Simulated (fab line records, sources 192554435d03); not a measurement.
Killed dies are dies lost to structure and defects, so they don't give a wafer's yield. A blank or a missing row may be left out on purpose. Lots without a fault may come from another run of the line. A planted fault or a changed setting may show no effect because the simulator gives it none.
A struck lot beside a sound one | flow n5_finfet | 18 steps out of a route of 1938
Sound: wafers L305.2, L305.3, L305.6. Struck: wafer L312.1. (L312.2, L312.3 of the same lot were not struck and are left out.) The cause comes at the end.
At each step with rows: each side's tool, then ch and its chambers, then its first start. Under that, the readings that differ: sound wafers | struck wafers | difference of the means | sigmas: that difference in standard deviations of wafers without a fault.
alike: readings whose means differ by less than 2 such deviations, and words and numbers that are the same on both sides. not compared: withheld readings, readings that some wafer has no value for, bounds like >300 that may hide the same value, and numbers for which the record gives no deviation and whose values overlap.
The two part at a step that has a row with sigmas, a row that says differs or no value, or rows on one side only. Numbers that don't overlap but have no deviation are shown without sigmas and don't part them. A reading that every wafer of one side lacks parts them only if that side has two wafers or more.

N5_BEOL_M3_INSPECT_30: inspects for defects (brightfield).
  sound on defect_inspect-01, day 9 15:16; struck on defect_inspect-01, day 11 21:18
  alike: raw_defect_count
then, 2 steps without rows for these wafers: N5_BEOL_M3_DESCUM_33 (chemistry O2, time 7 s); N5_BEOL_M3_ETCH_77 (etches underlayer in N2/H2, target depth 6.5 nm, time 5.2 s).
N5_BEOL_M3_ETCH_69: etches SiARC in CF4, target depth 15.6 nm, time 26 s.
  sound on rie_diel-06 ch 0,1,3, day 9 15:20; struck on rie_diel-05 ch 0, day 11 21:25
  alike: drypump_motor_current_A, etch_rf_on_time_s, mfc_ar_sccm, oes_product_au, rf_vpp_V, showerhead_plenum_p_Torr, throttle_valve_pct
  not compared: rf_hours_counter_h
then, 1 step without rows for these wafers: N5_BEOL_M3_ALD_98 (deposits SiO2, target thk 2.5 nm, pulse time 1 s, co reactant pulse time 1 s).
N5_BEOL_M3_ETCHBACK_99: etches SiO2 in CHF3, target depth 5 nm, time 10.4 s.
  sound on rie_diel-05 ch 0,1,2, day 10 19:59; struck on rie_diel-06 ch 1, day 12 06:28
  reading                     | sound       | struck | difference | sigmas
  drypump_motor_current_A (A) | 5.2 6.2 5.6 | 6.5    | +0.8       | +2
  alike: CHF3_flow_sccm, mfc_ar_sccm, oes_product_au, rf_vpp_V, showerhead_plenum_p_Torr, throttle_valve_pct
  not compared: rf_hours_counter_h
N5_BEOL_M3_ETCH_70: etches SOC in N2/H2, target depth 80 nm, overetch 16 nm, time 120 s.
  sound on rie_diel-05 ch 0,1,2, day 10 20:01; struck on rie_diel-06 ch 1, day 12 06:30
  reading                     | sound             | struck | difference | sigmas
  drypump_motor_current_A (A) | 5.2 6.2 5.6       | 6.5    | +0.8       | +2
  throttle_valve_pct (%)      | 17.26 17.58 17.78 | 18.09  | +0.55      | +2
  alike: n2_flow_sccm, oes_product_au, rf_vpp_V, showerhead_plenum_p_Torr
  not compared: rf_hours_counter_h
then, 5 steps without rows for these wafers: N5_BEOL_M3_STRIP_71 (strips in N2/H2); N5_BEOL_M3_STRIP_78 (strips in N2/H2); N5_BEOL_M3_VIA_ETCH_34 (etches the open film in C4F6/O2, target depth 69.4 nm, time 65.9 s); N5_BEOL_M3_STRIP_83 (strips in C4F6/O2); N5_BEOL_M3_STRIP_36 (strips in N2/H2).
N5_BEOL_M3_TRENCH_ETCH_37: etches SiOC in C4F6/O2, target depth 55.555 nm, time 29.2 s.
  sound on rie_diel-05 ch 0,1,2, day 10 20:13; struck on rie_diel-06 ch 1, day 12 06:43
  reading                                    | sound             | struck | difference | sigmas
  oes_product_au (a.u.)                      | 0.83 0.84 0.72    | 0.59   | -0.21      | -3
  model.etch.depth_nm (nm)                   | 56.57 56.76 56.76 | 45.14  | -11.56     |
  model.BEOL_M3.feature_depth_nm (nm)        | 56.6 56.8 56.8    | 45.2   | -11.5      |
  model.TiN_of_BEOL_M3_HM_DEP_02.thk_nm (nm) | 18 18.2 18        | 17.8   | -0.3       |
  alike: drypump_motor_current_A, mfc_ar_sccm, oes_o_777_au, rf_vpp_V, showerhead_plenum_p_Torr, throttle_valve_pct
  not compared: rf_hours_counter_h
N5_BEOL_M3_ETCH_41: etches SiCN in CH3F/O2, target depth 29.9 nm, time 52.5 s.
  sound on rie_diel-05 ch 0,1,2; struck on rie_diel-06 ch 1
  reading                     | sound       | struck | difference | sigmas
  drypump_motor_current_A (A) | 5.2 6.2 5.6 | 6.5    | +0.8       | +2
  alike: mfc_ar_sccm, oes_product_au, rf_vpp_V, showerhead_plenum_p_Torr, throttle_valve_pct
  not compared: rf_hours_counter_h
N5_BEOL_M3_STRIP_97: strips in N2/H2, time 10 s.
  sound on rie_diel-05 ch 0,1,2; struck on rie_diel-06 ch 1
  reading                | sound          | struck | difference | sigmas
  throttle_valve_pct (%) | 22.9 23.4 23.5 | 24.0   | +0.7       | +2
  alike: drypump_motor_current_A, n2_flow_sccm, oes_product_au, rf_vpp_V, showerhead_plenum_p_Torr
  not compared: rf_hours_counter_h
N5_BEOL_M3_OCD_MEAS_38:
  sound on ocd-01, day 10 20:23; struck on ocd-02, day 12 06:52
  reading              | sound          | struck | difference | sigmas
  trench_depth_nm (nm) | 56.1 56.5 57.1 | 45.3   | -11.3      | -10
then, 1 step without rows for these wafers: N5_BEOL_M3_HM_STRIP_39 (strips TiN in peroxide tin strip, target depth 25 nm, time 158 s).
N5_BEOL_M4_RC_MEAS_101:
  sound on prober-01 ch 0, day 11 10:02; struck on prober-02 ch 0, day 13 10:18
  alike: DIBL_N, DIBL_P, IOFF_N, IOFF_P, ION_N, ION_P, SS_N, SS_P, VT_N, VT_P

WHERE THEY PART
First at N5_BEOL_M3_ETCHBACK_99; last, within this record, at N5_BEOL_M3_OCD_MEAS_38. Later steps at which nothing parts them and some readings are alike: N5_BEOL_M4_RC_MEAS_101.

WHY: what the simulator had put in
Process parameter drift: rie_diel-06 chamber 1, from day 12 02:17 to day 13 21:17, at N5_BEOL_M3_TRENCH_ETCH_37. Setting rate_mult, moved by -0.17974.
